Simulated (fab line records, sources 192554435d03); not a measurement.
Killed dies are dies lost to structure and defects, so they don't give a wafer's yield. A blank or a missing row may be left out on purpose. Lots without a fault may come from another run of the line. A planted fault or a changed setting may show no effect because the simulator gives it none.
Chamber matching | flow n5_finfet | N5_BEOL_M2_STRIP_36 on rie_diel-04: 4 sister chambers
The step strips in N2/H2. 8 wafers are shown with their chamber, then 10 later ones without.

WAFERS WITH THEIR CHAMBER
wafer  | chamber | drypump_motor_current_A (A) | throttle_valve_pct (%)
L086.2 | 1       | 5.4                         | 23.73
L089.4 | 0       | 6.2                         | 23.41
L089.6 | 2       | 6.4                         | 23.58
L092.2 | 2       | 6.4                         | 23.57
L092.4 | 1       | 5.4                         | 23.77
L092.6 | 3       | 5.7                         | 23.94
L093.1 | 0       | 6.1                         | 23.40
L093.5 | 3       | 5.6                         | 23.93

WAFERS WITHOUT THEIR CHAMBER
wafer  | drypump_motor_current_A (A) | throttle_valve_pct (%)
L093.6 | 6.3                         | 23.57
L094.2 | 6.2                         | 23.43
L094.3 | 5.7                         | 23.94
L094.5 | 5.7                         | 23.93
L095.1 | 6.1                         | 23.45
L095.2 | 6.4                         | 23.55
L095.4 | 5.4                         | 23.78
L097.2 | 5.4                         | 23.77
L097.3 | 5.7                         | 23.95
L097.6 | 6.4                         | 23.58

WHICH CHAMBER EACH WENT THROUGH
wafer  | from the rows above | in truth
L093.6 | 2                   | 2
L094.2 | 0                   | 0
L094.3 | 3                   | 3
L094.5 | 3                   | 3
L095.1 | 0                   | 0
L095.2 | 2                   | 2
L095.4 | 1                   | 1
L097.2 | 1                   | 1
L097.3 | 3                   | 3
L097.6 | 2                   | 2
Placed correctly: 10 of 10. Can't be placed from these rows: 0. Placed wrongly: 0.
How it was worked out, from the rows above alone: a wafer's distance from a chamber is the root of the sum, over the readings, of the square of ((its reading less the chamber's mean) divided by the reading's scatter). The wafer belongs to the nearest chamber; if the next one is less than 2 further off, it can't be placed. A chamber's mean is the mean of its shown wafers. The scatter: the root of (the sum of the squares of (reading less its chamber's mean) over the shown wafers, divided by (wafers less chambers)).
